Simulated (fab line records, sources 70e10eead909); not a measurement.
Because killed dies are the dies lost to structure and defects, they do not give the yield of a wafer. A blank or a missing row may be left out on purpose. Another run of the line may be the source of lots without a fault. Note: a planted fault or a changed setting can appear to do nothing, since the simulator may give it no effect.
Comparing a struck lot with a sound one / flow nand_harc / 19 out of 1302 route steps
Sound: these wafers, L710.1, L710.3, L710.5. The struck wafers were L718.1, L718.3, L718.5. At the end, the cause is stated.
Each step with rows lists, per side, the tool, then ch with its chambers, then its first start. Under that, the readings that differ: sound wafers / struck wafers / difference of the means / sigmas: that difference in standard deviations of wafers without a fault.
alike: readings whose means differ by less than 2 such deviations, and words and numbers that are the same on both sides. not compared: withheld readings, readings that some wafer has no value for, bounds like >300 that may hide the same value, and numbers for which the record gives no deviation and whose values overlap.
The two part at a step that has a row with sigmas, a row that says differs or no value, or rows on one side only. Non-overlapping numbers with no deviation appear without sigmas and do not part them. A reading missing from all wafers of one side parts the sides only when that side holds two or more wafers.

NHARC_P_GATE_ALD_36: deposits SiNx, target thk 20 nm, pulse time 60 s, ald cycles 223.
  sound on ald_sin-03 ch 0,2,3, day 5 06:58; struck on ald_sin-02 ch 0,2, day 8 17:55
  alike: heater_power_w, precursor_pulse_height_rel
  not compared: since_wet_clean_h
NHARC_P_GATE_ETCHBACK_37: etches the open film in CHF3/O2, target depth 34.5 nm, time 17.2 s.
  sound on rie_diel-12 ch 0,2; struck on rie_diel-09 ch 0,2
  alike: drypump_motor_current_A, oes_product_au, rf_vpp_V, showerhead_plenum_p_Torr, throttle_valve_pct
  not compared: rf_hours_counter_h
NHARC_P_GATE_STRIP_101: strips in O2, time 20 s.
  sound on rie_diel-12 ch 0,1,2, day 5 16:35; struck on rie_diel-09 ch 1,2,3, day 9 03:28
  alike: drypump_motor_current_A, oes_product_au, rf_vpp_V, showerhead_plenum_p_Torr, throttle_valve_pct
  not compared: rf_hours_counter_h
then, 9 steps without rows for these wafers: NHARC_P_GATE_PRECLEAN_97 (cleans in SPM, time 600 s); NHARC_P_GATE_SRD_98; NHARC_P_GATE_PRECLEAN_99 (cleans in SC1); NHARC_P_GATE_SRD_100; NHARC_P_GATE_DEHYDRATE_38 (time 120 s); NHARC_P_GATE_HMDS_39 (time 30 s); NHARC_P_GATE_COAT_40; NHARC_P_GATE_SOFTBAKE_41 (time 95 s); NHARC_P_GATE_EBR_42.
NHARC_P_GATE_EXPOSE_43: exposes mask P NSD, target cd 720 nm.
  sound on krf_scanner-02 ch 0, day 5 17:13; struck on krf_scanner-04 ch 0, day 9 04:14
reading=mask; sound=P_NSD#0 P_NSD#0 P_NSD#0; struck=P_NSD_R1#0 P_NSD_R1#0 P_NSD_R1#0; difference=differs; sigmas=
then, 2 steps without rows for these wafers: NHARC_P_GATE_PEB_44 (peb time 85 s); NHARC_P_GATE_DEVELOP_45 (time 70 s).
NHARC_P_GATE_CD_MEAS_46: target cd 720 nm.
  sound on cd_sem-01 ch 0, day 5 17:23; struck on cd_sem-02 ch 0
reading=cd_nm (nm); sound=720.8 720.5 723.9; struck=696.6 697.8 698.7; difference=-24.0; sigmas=-11
  not compared: hold
NHARC_P_GATE_DESCUM_48: chemistry O2, time 3 s.
  sound on rie_diel-12 ch 0,2, day 5 17:33; struck on rie_diel-09 ch 0,1,2, day 9 08:17
reading=model.P_GATE.cd_nm (nm); sound=721.2 721 724.4; struck=697.6 697 698.8; difference=-24.4; sigmas=
  alike: drypump_motor_current_A, oes_product_au, rf_vpp_V, showerhead_plenum_p_Torr, throttle_valve_pct
  not compared: rf_hours_counter_h
then, 1 step without rows for these wafers: NHARC_P_GATE_IMPLANT_49.
-- record jumps: 19 days between struck wafers' starts before vs after; left off in module P_GATE, resumes in module END, first step shown is number 1302 of the route --
NHARC_END_SORT_01:
  sound on prober-02 ch 0, day 24 05:50; struck on prober-01 ch 0, day 28 00:50
reading=killed_at_periphery; sound=11 13 5; struck=2 4 6; difference=-6; sigmas=-2
  alike: killed_at_array, killed_at_other, killed_dies, killed_open, killed_short

WHERE THEY PART
Earliest at NHARC_P_GATE_EXPOSE_43; latest, in this record, at NHARC_END_SORT_01.

WHY: the cause the simulator had injected
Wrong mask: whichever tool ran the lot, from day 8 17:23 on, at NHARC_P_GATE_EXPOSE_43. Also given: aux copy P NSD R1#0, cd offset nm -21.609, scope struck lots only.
